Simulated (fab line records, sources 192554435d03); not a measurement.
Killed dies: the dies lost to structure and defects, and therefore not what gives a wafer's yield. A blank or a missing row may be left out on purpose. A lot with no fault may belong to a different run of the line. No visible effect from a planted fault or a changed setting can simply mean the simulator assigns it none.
fab line records -- flow n5-finfet
[record] lots = 6, wafers = 16, last-day = 17
route steps=1938 shown WELL_APT@38 BEOL_M4@1111 PASSIVATION@1936
lots with no fault: from the same line, run without faults
start-h: start of the lot's first displayed wafer, in hours after the record's first day -- wait-h: how many hours have passed since the lot's step before this one -- " repeats the value in the row above -- L1.1+2: a single row standing in for several wafers -- - no value present, or no start provided -- * or withheld: withheld -- < > ~ a bound
route shown NAME@n: a module of which the file shows steps, and the number in the route of the first -- usual: the fault-free wafers' mean and standard deviation -- same: alike in all rows -- chamber/n: place in a boat -- sites: each site's reading -- _std_site: how widely they spread, as a standard deviation -- _edge_site: inner sites' mean taken away from outer sites' mean -- radius-mm: for every site, how far away it sits from the centre of the wafer -- mask NAME#n: copy n -- behind: the tool/chamber that last shaped the wafer -- hold: cause of the lot's hold/its duration in hours/its outcome -- device: which transistor (n, p or np) failed to switch -- end of line: the tests these same wafers got at the end of their route -- where a step has no rows: the recipe by itself -- killed: the dies lost at the first sort to structure and to defects; this is not the yield of the wafer -- map: a wafer's dies, marking killed ones x, the rest . and places with no die _
set.NAME: the setting as run; set.NAME@STEP: as run at that earlier step -- model.NAME: the simulator's own value behind a step, which no gauge read
lots at selected steps of the route; one table per step, one row per wafer
services: the hour from which a tool's chamber was out of use, counted from the record's first day as start-h (under 0 if before that day), plus the number of hours and why
[[steps]]
[step N5_WELL_APT_SOFTBAKE_20]
[recipe] temp-c = 130, time-s = 60
[step N5_WELL_APT_EXPOSE_22]
[recipe] mask-id = PWELL, na = 0.8, source-shape = conventional, sigma-outer = 0.8, polarization = unpolarized, defocus-nm = 0, target-cd-nm = 200, dose-mj = 23.2
[step N5_WELL_APT_PEB_23]
[recipe] peb-temp-c = 130, peb-time-s = 90
[step N5_WELL_APT_DEVELOP_24]
[recipe] develop-time-s = 45, rinse-liquid = surfactant-rinse, dry = air-spin, dev-temp-c = 21
[step N5_WELL_APT_HARDBAKE_29]
[recipe] temp-c = 130, time-s = 120
[step N5_WELL_APT_CD_MEAS_25]
[recipe] target-cd-nm = 200, landing-energy-ev = 500, detector = se-inlens
[usual] cd-nm = 201.6/2.5
lot.wafer,tool,chamber,start-h,wait-h,cd-nm
L540.1,cd-sem-03,0,21.13,-,199.5
L540.2,cd-sem-03,0,21.13,-,200.7
L540.6,cd-sem-03,0,21.13,-,200.1
L542.1,cd-sem-01,0,33.18,-,196.1
L542.2,cd-sem-01,0,33.18,-,199.3
L542.6,cd-sem-01,0,33.18,-,202.1
L544.2,cd-sem-03,0,45.08,-,201.6
L544.6,cd-sem-03,0,45.08,-,199.1
L552.1,cd-sem-02,0,93.52,-,205.3
L552.2,cd-sem-02,0,93.52,-,205.6
L552.6,cd-sem-02,0,93.52,-,198.3
L555.1,cd-sem-03,0,111.43,-,201.1
L555.2,cd-sem-03,0,111.43,-,201.7
L555.3,cd-sem-03,0,111.43,-,204.3
L560.1,cd-sem-02,0,141.18,-,200.1
L560.2,cd-sem-02,0,141.18,-,197.0
[step N5_WELL_APT_OVL_MEAS_26]
[recipe] points-per-wafer = 44
[usual] PWELL_OVL = -1/4.9
[same] points-per-wafer = 44
lot.wafer,tool,chamber,start-h,wait-h,PWELL_OVL[nm]
L540.1,overlay-01,0,21.16,0.0,3
L540.2,overlay-01,0,21.16,0.0,1
L540.6,overlay-01,0,21.16,0.0,5
L542.1,overlay-01,0,33.21,0.0,-4
L542.2,overlay-01,0,33.21,0.0,-5
L542.6,overlay-01,0,33.21,0.0,3
L544.2,overlay-02,0,45.11,0.0,9
L544.6,overlay-02,0,45.11,0.0,2
L552.1,overlay-02,0,93.55,0.0,-2
L552.2,overlay-02,0,93.55,0.0,3
L552.6,overlay-02,0,93.55,0.0,-2
L555.1,overlay-01,0,111.47,0.0,-12
L555.2,overlay-01,0,111.47,0.0,-6
L555.3,overlay-01,0,111.47,0.0,-9
L560.1,overlay-02,0,141.21,0.0,1
L560.2,overlay-02,0,141.21,0.0,3
[step N5_WELL_APT_INSPECT_27]
[recipe] mode = adi, inspect-instrument = macro
[usual] raw-defect-count = 2.2/1.6
lot.wafer,tool,chamber,start-h,wait-h,raw-defect-count
L540.1,defect-inspect-02,-,21.18,0.0,0
L540.2,defect-inspect-02,-,21.18,0.0,3
L540.6,defect-inspect-02,-,21.18,0.0,3
L542.1,defect-inspect-02,-,33.24,0.0,2
L542.2,defect-inspect-02,-,33.24,0.0,0
L542.6,defect-inspect-02,-,33.24,0.0,1
L544.2,defect-inspect-02,-,45.13,0.0,1
L544.6,defect-inspect-02,-,45.13,0.0,2
L552.1,defect-inspect-01,-,93.58,0.0,3
L552.2,defect-inspect-01,-,93.58,0.0,0
L552.6,defect-inspect-01,-,93.58,0.0,4
L555.1,defect-inspect-02,-,111.49,0.0,5
L555.2,defect-inspect-02,-,111.49,0.0,2
L555.3,defect-inspect-02,-,111.49,0.0,0
L560.1,defect-inspect-01,-,141.23,0.0,1
L560.2,defect-inspect-01,-,141.23,0.0,5
[step N5_WELL_APT_DESCUM_30]
[recipe] chemistry = O2, time-s = 7.9, source-power-w = 50, bias-power-w = 20, pressure-mtorr = 20, rf-frequency-hz = 2.712e+07, temp-c = 40, o2-flow-sccm = 225
[usual] drypump-motor-current-A = 5.6/0.47, oes-product-au = 0.78/0.095, rf-fwd-power-W = 49.67/0.18, rf-vpp-V = 243.4/1.2, showerhead-plenum-p-Torr = 2.10/0.061, temp-c = 40.00/0.11, throttle-valve-pct = 20.25/0.3
lot.wafer,tool,chamber,start-h,wait-h,drypump-motor-current-A,oes-product-au,rf-fwd-power-W,rf-hours-counter-h,rf-vpp-V,showerhead-plenum-p-Torr,temp-c,throttle-valve-pct
L540.1,rie-diel-02,0,21.22,0.0,6.2,0.71,49.33,217,242.8,2.03,39.98,20.72
L540.2,rie-diel-02,1,21.22,0.0,5.4,0.89,49.72,23,242.8,2.06,40.11,19.89
L540.6,rie-diel-02,3,21.22,0.0,6.1,0.77,49.96,-,244.1,2.09,39.82,20.45
L542.1,rie-diel-01,3,33.27,0.0,4.8,0.82,49.50,42,242.6,2.09,40.25,19.67
L542.2,rie-diel-01,2,33.27,0.0,5.6,0.71,49.44,235,242.6,2.14,39.97,20.61
L542.6,rie-diel-01,0,33.27,0.0,5.6,0.77,49.53,-,244.9,2.19,40.28,20.17
L544.2,rie-diel-02,1,45.17,0.0,5.4,0.88,49.97,30,242.8,2.05,39.84,19.87
L544.6,rie-diel-02,1,45.17,0.0,5.4,0.87,49.70,-,242.4,2.05,39.80,19.89
L552.1,rie-diel-01,3,93.61,0.0,4.8,0.81,49.72,61,243.8,2.08,39.99,19.71
L552.2,rie-diel-01,1,93.61,0.0,5.5,0.68,49.67,230,243.0,2.17,40.09,20.23
L552.6,rie-diel-01,1,93.61,0.0,5.5,0.69,49.66,-,245.7,2.17,39.93,20.23
L555.1,rie-diel-01,2,111.53,0.0,5.6,1.02,49.46,0,243.7,2.14,40.08,20.28
L555.2,rie-diel-01,1,111.53,0.0,5.6,0.68,50.15,239,244.6,2.17,40.00,20.25
L555.3,rie-diel-01,3,111.53,0.0,4.8,0.79,49.51,69,243.7,2.08,39.87,19.71
L560.1,rie-diel-02,1,141.57,0.3,5.4,0.82,49.92,65,242.2,2.04,40.03,19.96
L560.2,rie-diel-02,3,141.57,0.3,6.1,0.73,49.76,184,242.5,2.07,39.97,20.51
[step N5_WELL_APT_IMPLANT_31]
[recipe] species = B, energy-kev = 60, dose-cm2 = 1.5e+13, tilt-deg = 0, rotation-deg = 0
[step N5_WELL_APT_IMPLANT_32]
[recipe] species = BF2, energy-kev = 50, dose-cm2 = 2e+13, tilt-deg = 0, rotation-deg = 0
[step N5_WELL_APT_STRIP_33]
[recipe] chemistry = SPM, time-s = 900, temp-c = 130, h2so4-h2o2-vol-ratio = 4, dry = ipa-marangoni
[step N5_WELL_APT_RTA_34]
[recipe] temp-c = 1000, time-s = 10, ambient = N2, idle-temp-c = 600, ramp-up-c-per-s = 150, ramp-down-c-per-s = 60, cool-to-c = 600
[usual] lamp-power-pct = 13.01/0.047, lamp_zone_1_pct = 13.00/0.033, lamp_zone_2_pct = 12.99/0.034, lamp_zone_3_pct = 12.99/0.031, lamp_zone_4_pct = 12.99/0.031, lamp_zone_5_pct = 12.99/0.032, lamp_zone_6_pct = 12.93/0.032, lamp_zone_7_pct = 13.424/0.029, wafer_temp_C_max = 1003.5/1.2
lot.wafer,tool,chamber,start-h,wait-h,lamp-power-pct,lamp_zone_1_pct,lamp_zone_2_pct,lamp_zone_3_pct,lamp_zone_4_pct,lamp_zone_5_pct,lamp_zone_6_pct,lamp_zone_7_pct,wafer_temp_C_max
L540.1,rtp-anneal-01,0,22.01,0.0,13.02,12.99,13.00,13.00,13.04,13.01,12.92,13.443,1003.4
L540.2,rtp-anneal-01,0,22.01,0.0,13.09,12.99,13.06,12.96,13.02,12.99,12.85,13.430,1005.3
L540.6,rtp-anneal-01,0,22.01,0.0,12.90,12.97,13.01,12.97,13.02,12.96,12.98,13.423,1003.2
L542.1,rtp-anneal-01,0,34.06,0.0,13.02,12.97,12.92,12.97,12.96,13.03,12.88,13.432,1004.3
L542.2,rtp-anneal-01,0,34.06,0.0,12.90,12.98,12.99,12.91,12.97,12.95,12.93,13.390,1002.3
L542.6,rtp-anneal-01,0,34.06,0.0,13.27,13.23,13.14,13.19,13.23,13.22,13.16,13.687,1002.7
L544.2,rtp-anneal-01,0,46.02,0.1,13.07,13.06,13.03,12.95,13.03,13.01,12.88,13.439,1005.3
L544.6,rtp-anneal-01,0,46.02,0.1,13.28,13.30,13.26,13.17,13.24,13.23,13.19,13.689,1003.9
L552.1,rtp-anneal-02,0,94.37,0.0,13.01,13.02,13.01,13.02,13.02,13.02,12.93,13.428,1004.3
L552.2,rtp-anneal-02,0,94.37,0.0,12.96,13.00,12.97,12.97,12.99,13.00,12.87,13.431,1003.6
L552.6,rtp-anneal-02,0,94.37,0.0,12.97,13.01,12.95,13.03,12.96,13.01,12.91,13.366,1003.7
L555.1,rtp-anneal-02,0,112.31,0.0,13.00,13.01,12.98,13.00,12.96,13.03,12.91,13.461,1004.0
L555.2,rtp-anneal-02,0,112.31,0.0,13.04,13.01,13.01,12.99,12.99,13.00,12.93,13.399,1003.0
L555.3,rtp-anneal-02,0,112.31,0.0,12.92,13.09,12.98,13.03,12.96,12.99,12.94,13.472,1002.2
L560.1,rtp-anneal-01,0,142.52,0.2,13.01,13.00,12.98,12.98,13.01,13.02,12.87,13.389,1003.5
L560.2,rtp-anneal-01,0,142.52,0.2,13.03,12.99,12.97,12.99,13.04,12.97,12.89,13.398,1002.5
[step N5_WELL_APT_OXIDE_STRIP_42]
[recipe] chemistry = dHF, dilution = 25:1, time-s = 45, temp-c = 25, target = SiO2, target-depth-a = 120
[step N5_BEOL_M4_RC_MEAS_101]
[usual] DIBL_N = 36.2/2.2, DIBL_P = 36.5/3, IOFF_N = 0.16/0.039, IOFF_P = 0.22/0.047, ION_N = 675/15, ION_P = 463/10, SS_N = 71.6/0.71, SS_P = 73.4/0.94, VT_N = 250/3.6, VT_P = -250/3.9
lot.wafer,tool,chamber,start-h,wait-h,DIBL_N[mV/V],DIBL_P[mV/V],IOFF_N[nA/um],IOFF_P[nA/um],ION_N[uA/um],ION_P[uA/um],SS_N[mV/dec],SS_P[mV/dec],VT_N[mV],VT_P[mV]
L540.1,prober-01,0,167.22,0.0,34.5,30.9,0.11,0.14,655,447,71.3,71.7,256,-256
L540.2,prober-01,0,167.22,0.0,37.6,36.6,0.17,0.23,677,464,72.7,73.5,249,-249
L540.6,prober-01,0,167.22,0.0,38.1,35.8,0.18,0.22,679,456,72.9,73.6,248,-250
L542.1,prober-02,0,175.60,0.0,36.9,36.8,0.17,0.19,678,455,72.1,73.7,251,-254
L542.2,prober-02,0,175.60,0.0,39.5,40.5,0.22,0.28,684,468,72.5,74.3,248,-250
L542.6,prober-02,0,175.60,0.0,39.5,40.4,0.22,0.27,695,469,72.5,74.5,245,-248
L544.2,prober-01,0,189.36,0.2,38.5,39.0,0.20,0.28,687,476,72.4,73.7,247,-245
L544.6,prober-01,0,189.36,0.2,37.4,37.4,0.17,0.26,683,470,71.5,72.5,248,-246
L552.1,prober-02,0,256.35,0.0,35.2,33.2,0.12,0.15,659,448,70.9,71.6,254,-255
L552.2,prober-02,0,256.35,0.0,36.1,34.5,0.13,0.16,677,460,71.1,72.7,254,-257
L552.6,prober-02,0,256.35,0.0,36.9,36.0,0.14,0.18,680,466,71.4,73.3,253,-253
L555.1,prober-02,0,271.97,0.0,34.3,34.9,0.12,0.18,655,455,70.4,72.6,251,-252
L555.2,prober-02,0,271.97,0.0,36.5,38.4,0.16,0.25,665,465,72.4,74.0,250,-249
L555.3,prober-02,0,271.97,0.0,34.4,34.6,0.11,0.15,654,454,71.1,72.7,257,-253
L560.1,prober-01,0,289.05,0.0,36.6,38.2,0.16,0.21,672,454,72.0,73.7,250,-252
L560.2,prober-01,0,289.05,0.0,35.8,37.8,0.14,0.20,690,470,71.6,73.6,250,-253
[step N5_PASSIVATION_PROBE_49]
[usual] defect-limited-yield = 91.5/1.5, killed_at_M0_to_M3 = 32/10, killed_at_M4_up = 13/4.9, killed-at-contacts = 13/6.1, killed-at-front-end = 38/11, killed-at-other = 3/3.2, killed-dies = 101/18, killed-open = 66/13, killed-short = 32/8.3, sort_bin_5_function = 5.0/1, sort_bin_6_memory = 3.2/0.74, sort-n-pass = 1078/22, sort-yield-pct = 91.3/1.9
[same] gross-dies = 1180, killed-at-back-side = 0, sort_bin_4_leakage[%] = 0, sort_bin_8_speed[%] = 0
lot.wafer,tool,chamber,start-h,wait-h,defect-limited-yield[%],killed_at_M0_to_M3,killed_at_M4_up,killed-at-contacts,killed-at-front-end,killed-at-other,killed-dies,killed-open,killed-short,sort_bin_5_function[%],sort_bin_6_memory[%],sort-n-pass,sort-yield-pct[%]
L540.1,prober-01,-,268.79,0.0,92.6,18,16,3,47,3,87,46,27,4.4,2.1,1093,92.6
L540.2,prober-01,-,268.84,0.1,92.3,31,7,17,36,0,91,61,29,4.6,3.0,1089,92.3
L540.6,prober-01,-,269.04,0.3,93.1,17,14,15,33,3,82,58,22,3.6,3.2,1098,93.1
L542.1,prober-01,-,284.95,0.0,93.6,28,9,13,24,1,75,53,18,4.1,2.1,1105,93.6
L542.2,prober-01,-,285.00,0.1,93.5,36,10,13,16,2,77,59,14,3.6,2.8,1103,93.5
L542.6,prober-01,-,285.20,0.3,92.2,32,9,21,30,0,92,66,23,4.6,2.9,1088,92.2
L544.2,prober-02,-,299.39,0.1,91.2,27,18,15,36,8,104,65,36,5.5,2.9,1076,91.2
L544.6,prober-02,-,299.59,0.3,89.7,32,11,28,47,3,121,86,32,6.3,3.7,1059,89.7
L552.1,prober-02,-,361.15,0.0,91.9,40,14,9,32,1,96,66,27,4.7,3.5,1084,91.9
L552.2,prober-02,-,361.20,0.1,91.1,33,15,14,43,0,105,65,30,5.3,2.8,1075,91.1
L552.6,prober-02,-,361.40,0.3,90.2,50,15,16,34,1,116,78,38,6.1,3.6,1064,90.2
L555.1,prober-01,-,386.73,0.0,91.2,27,16,7,49,5,104,69,34,5.3,3.3,1076,91.2
L555.2,prober-01,-,386.78,0.1,92.5,25,16,2,36,10,89,55,33,4.9,2.3,1091,92.5
L555.3,prober-01,-,386.83,0.1,91.3,27,14,6,54,2,103,66,33,4.4,3.8,1077,91.3
L560.1,prober-02,-,402.51,0.0,92.8,19,18,6,41,1,85,56,28,4.0,2.9,1095,92.8
L560.2,prober-02,-,402.56,0.1,90.9,31,20,16,36,4,107,74,30,5.2,3.9,1073,90.9
// killed by level:class
L540.1 FIN_SAQP:geometric-particle:short=11 STI_FIN_REVEAL:geometric-particle:open=10 BEOL_M0_SAQP:geometric-particle:open=9 HKMG_FIN:area-etch=9 BEOL_M4:geometric-particle:open=8 BEOL_M0_SAQP:geometric-particle:short=6 BEOL_M7:geometric-particle:open=3 STARTING-WAFER:geometric-particle:open=3
L540.2 MOL_CONTACT_COAG:geometric-particle:open=11 FIN_SAQP:geometric-particle:open=10 BEOL_M0_SAQP:geometric-particle:short=9 FIN_SAQP:geometric-particle:short=8 BEOL_M0_SAQP:geometric-particle:open=8 BEOL_M3:geometric-particle:open=5 MOL_CONTACT_COAG:geometric-particle:short=5 STI_FIN_REVEAL:geometric-particle:open=4
L540.6 FIN_SAQP:geometric-particle:open=12 BEOL_M4:geometric-particle:open=10 MOL_CONTACT_COAG:geometric-particle:open=10 BEOL_M0_SAQP:geometric-particle:short=5 BEOL_M0_SAQP:geometric-particle:open=5 STI_FIN_REVEAL:geometric-particle:open=4 MOL_CONTACT_COAG:geometric-particle:short=4 STARTING-WAFER:geometric-particle:open=4
L542.1 FIN_SAQP:geometric-particle:open=11 MOL_CONTACT_COAG:geometric-particle:open=11 BEOL_M0_SAQP:geometric-particle:open=7 DUMMY_GATE:geometric-particle:open=4 BEOL_M0_SAQP:geometric-particle:short=4 BEOL_M2:geometric-particle:short=4 BEOL_M3:geometric-particle:open=4 BEOL_M4:geometric-particle:open=4
L542.2 MOL_CONTACT_COAG:geometric-particle:open=11 BEOL_M3:geometric-particle:open=10 BEOL_M2:geometric-particle:open=9 STI_FIN_REVEAL:geometric-particle:open=6 BEOL_M2:geometric-particle:short=4 FIN_SAQP:geometric-particle:open=3 BEOL_M0:geometric-particle:open=3 BEOL_M1:geometric-particle:open=3
L542.6 MOL_CONTACT_COAG:geometric-particle:open=18 STI_FIN_REVEAL:geometric-particle:open=8 BEOL_M3:geometric-particle:open=7 BEOL_M0_SAQP:geometric-particle:open=6 BEOL_M2:geometric-particle:open=6 GATE_CUT:geometric-particle:short=4 GATE_CUT:geometric-particle:open=4 BEOL_M1:geometric-particle:open=4
L544.2 MOL_CONTACT_COAG:geometric-particle:open=12 BEOL_M0_SAQP:geometric-particle:open=11 FIN_SAQP:geometric-particle:short=10 BEOL_M0_SAQP:geometric-particle:short=8 BEOL_M4:geometric-particle:open=8 FIN_SAQP:geometric-particle:open=7 STI_FIN_REVEAL:geometric-particle:open=7 BEOL_M5:geometric-particle:open=5
L544.6 MOL_CONTACT_COAG:geometric-particle:open=21 FIN_SAQP:geometric-particle:open=17 STI_FIN_REVEAL:geometric-particle:open=9 MOL_CONTACT_COAG:geometric-particle:short=7 BEOL_M0_SAQP:geometric-particle:short=7 BEOL_M1:geometric-particle:open=6 BEOL_M2:geometric-particle:open=6 BEOL_M0_SAQP:geometric-particle:open=5
L552.1 BEOL_M0_SAQP:geometric-particle:short=12 STI_FIN_REVEAL:geometric-particle:open=11 BEOL_M3:geometric-particle:open=9 MOL_CONTACT_COAG:geometric-particle:open=7 FIN_SAQP:geometric-particle:open=5 BEOL_M2:geometric-particle:open=5 BEOL_M5:geometric-particle:open=5 BEOL_M0_SAQP:geometric-particle:open=4
L552.2 FIN_SAQP:geometric-particle:short=13 MOL_CONTACT_COAG:geometric-particle:open=11 BEOL_M0_SAQP:geometric-particle:open=10 HKMG_FIN:area-etch=8 FIN_SAQP:geometric-particle:open=7 BEOL_M3:geometric-particle:open=6 STI_FIN_REVEAL:geometric-particle:open=5 BEOL_M1:geometric-particle:open=5
L552.6 MOL_CONTACT_COAG:geometric-particle:open=14 BEOL_M0_SAQP:geometric-particle:open=14 BEOL_M0_SAQP:geometric-particle:short=10 BEOL_M3:geometric-particle:open=10 FIN_SAQP:geometric-particle:short=6 STI_FIN_REVEAL:geometric-particle:open=6 FIN_SAQP:geometric-particle:open=5 BEOL_M3:geometric-particle:short=5
L555.1 FIN_SAQP:geometric-particle:short=12 STI_FIN_REVEAL:geometric-particle:open=10 FIN_SAQP:geometric-particle:open=8 BEOL_M2:geometric-particle:open=8 BEOL_M1:geometric-particle:open=7 BEOL_M4:geometric-particle:open=6 GATE_CUT:geometric-particle:short=5 MOL_CONTACT_COAG:geometric-particle:open=5
L555.2 FIN_SAQP:geometric-particle:short=8 STI_FIN_REVEAL:geometric-particle:open=7 FIN_SAQP:geometric-particle:open=6 BEOL_M1:geometric-particle:open=6 MIM_TOP_ETCH:geometric-particle:open=5 DUMMY_GATE:geometric-particle:open=4 BEOL_M0_SAQP:geometric-particle:open=4 BEOL_M2:geometric-particle:open=4
L555.3 STI_FIN_REVEAL:geometric-particle:open=19 GATE_CUT:geometric-particle:open=8 FIN_SAQP:geometric-particle:short=7 BEOL_M3:geometric-particle:open=7 BEOL_M4:geometric-particle:open=7 GATE_CUT:geometric-particle:short=6 BEOL_M2:geometric-particle:open=5 STI_FIN_REVEAL:geometric-particle:short=4
L560.1 FIN_SAQP:geometric-particle:open=10 FIN_SAQP:geometric-particle:short=7 STI_FIN_REVEAL:geometric-particle:open=6 MOL_CONTACT_COAG:geometric-particle:open=5 BEOL_M0_SAQP:geometric-particle:open=5 BEOL_M3:geometric-particle:open=5 BEOL_M4:geometric-particle:open=4 STARTING-WAFER:geometric-particle:open=4
L560.2 MOL_CONTACT_COAG:geometric-particle:open=16 FIN_SAQP:geometric-particle:open=10 BEOL_M4:geometric-particle:open=10 BEOL_M2:geometric-particle:open=9 BEOL_M0_SAQP:geometric-particle:open=8 FIN_SAQP:geometric-particle:short=7 BEOL_M0_SAQP:geometric-particle:short=6 BEOL_M4:geometric-particle:short=5
[[services]]
tool,chamber,start-h,hours,kind
rie-diel-01,2,80.94,-,clean
rie-diel-01,2,80.94,-,consumable-replace:focus-ring
rie-diel-01,2,80.94,28.7,scheduled-down
rie-diel-01,2,80.94,28.7,vent-cycle
rie-diel-02,2,93.10,-,clean
rie-diel-02,2,93.10,-,consumable-replace:focus-ring
rie-diel-02,2,93.10,19.4,scheduled-down
rie-diel-02,2,93.10,19.4,vent-cycle
rie-diel-02,0,112.52,-,clean
rie-diel-02,0,112.52,-,consumable-replace:focus-ring
rie-diel-02,0,112.52,13.0,scheduled-down
rie-diel-02,0,112.52,13.0,vent-cycle
rie-diel-01,0,114.92,6.0,repair
rie-diel-01,1,139.95,-,clean
rie-diel-01,1,139.95,-,consumable-replace:focus-ring
rie-diel-01,1,139.95,16.9,scheduled-down
rie-diel-01,1,139.95,16.9,vent-cycle
[[key]]
[first-sign] step = N5_WELL_APT_RTA_34, reading = lamp_zone_7_pct, direction = up, sigmas = 9, usual = *, struck = *
[effect] step = N5_WELL_APT_RTA_34, reading = lamp_zone_1_pct, direction = up, sigmas = 8.2, usual = *, struck = *
met-at N5_WELL_APT_RTA_34
struck-wafers L542.6,L544.6
onset-between 22.01 34.06
[fault] kind = process-parameter-drift, tool = rtp-anneal-01, chamber = -, onset-h = 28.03, steps = N5_WELL_APT_RTA_34, channel = time-s, offset = *, shape = step, end-h = 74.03, scope = struck-wafers-only, acts-in = *, stated = *
